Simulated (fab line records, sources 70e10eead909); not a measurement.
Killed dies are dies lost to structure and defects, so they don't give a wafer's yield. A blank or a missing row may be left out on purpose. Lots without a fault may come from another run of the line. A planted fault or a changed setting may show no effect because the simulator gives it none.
Which tool did it? | flow nand_harc | 7 lots, 21 wafers sampled, at 2 steps of a route of 1159

WHAT THE GAUGES READ, wafer by wafer
NHARC_P_ZERO_WELL_CD_MEAS_11: target cd 500 nm.
lot  | measured    | on        | cd_nm (nm)
L570 | day 1 19:31 | cd_sem-01 | 498.4 499.4 500.0
L574 | day 2 19:15 | cd_sem-01 | 498.7 495.8 501.0
L576 | day 3 07:14 | cd_sem-01 | 505.8 502.7 502.4
L578 | day 3 19:07 | cd_sem-02 | 499.8 494.8 500.7
L584 | day 5 07:07 | cd_sem-01 | 564.4 568.7 568.4
L587 | day 6 01:07 | cd_sem-01 | 498.5 495.9 498.0
L592 | day 7 07:15 | cd_sem-02 | 494.7 498.6 501.7

WHICH TOOL RAN EACH LOT (tool, then ch and the chambers of the sampled wafers, then the start)
lot  | NHARC_P_ZERO_WELL_EXPOSE_08
L570 | krf_scanner-04 ch 0, day 1 19:22
L574 | krf_scanner-01 ch 0, day 2 19:05
L576 | krf_scanner-04 ch 0, day 3 07:05
L578 | krf_scanner-02 ch 0, day 3 18:58
L584 | krf_scanner-04 ch 0, day 5 06:58
L587 | krf_scanner-02 ch 0, day 6 00:58
L592 | krf_scanner-02 ch 0, day 7 07:06
- NHARC_P_ZERO_WELL_EXPOSE_08: exposes mask P ZERO, target cd 500 nm.

THE ANSWER, worked out from the rows above alone
Rule: what is usual is taken from the lots themselves. Put in order of their means at a reading, lots are off if they are a third of the lots or fewer, leave a main group of 4 or more, and stand apart from it by a gap of 3 or more times the standard deviation of the main group's means; of several such gaps the widest counts. A main group whose means are all the same, to the digits that the tables above print for the reading, isn't used. A lot without any number at a reading at which 4 lots or more have one is off too. The other lots that the step has rows for count as sound.
Off: L584, at NHARC_P_ZERO_WELL_CD_MEAS_11 (cd_nm). The main group: mean 499.3 nm, standard deviation 2.
A tool fits if, at a process step before that reading, it ran every lot that is off, and no sound lot after the first of them. The gauges at NHARC_P_ZERO_WELL_CD_MEAS_11 are tried like those tools. One fits: krf_scanner-04 at NHARC_P_ZERO_WELL_EXPOSE_08. Its last sound lot is L576 (day 3 07:05), its first lot that is off L584 (day 5 06:58): a fault that began between those two fits.

WHAT THE SIMULATOR HAD PUT IN
Process parameter drift: krf_scanner-04, from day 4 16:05 on, at NHARC_P_ZERO_WELL_EXPOSE_08. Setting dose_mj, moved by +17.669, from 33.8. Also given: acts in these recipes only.
Lots struck among those shown: L584. The rule above found the same.
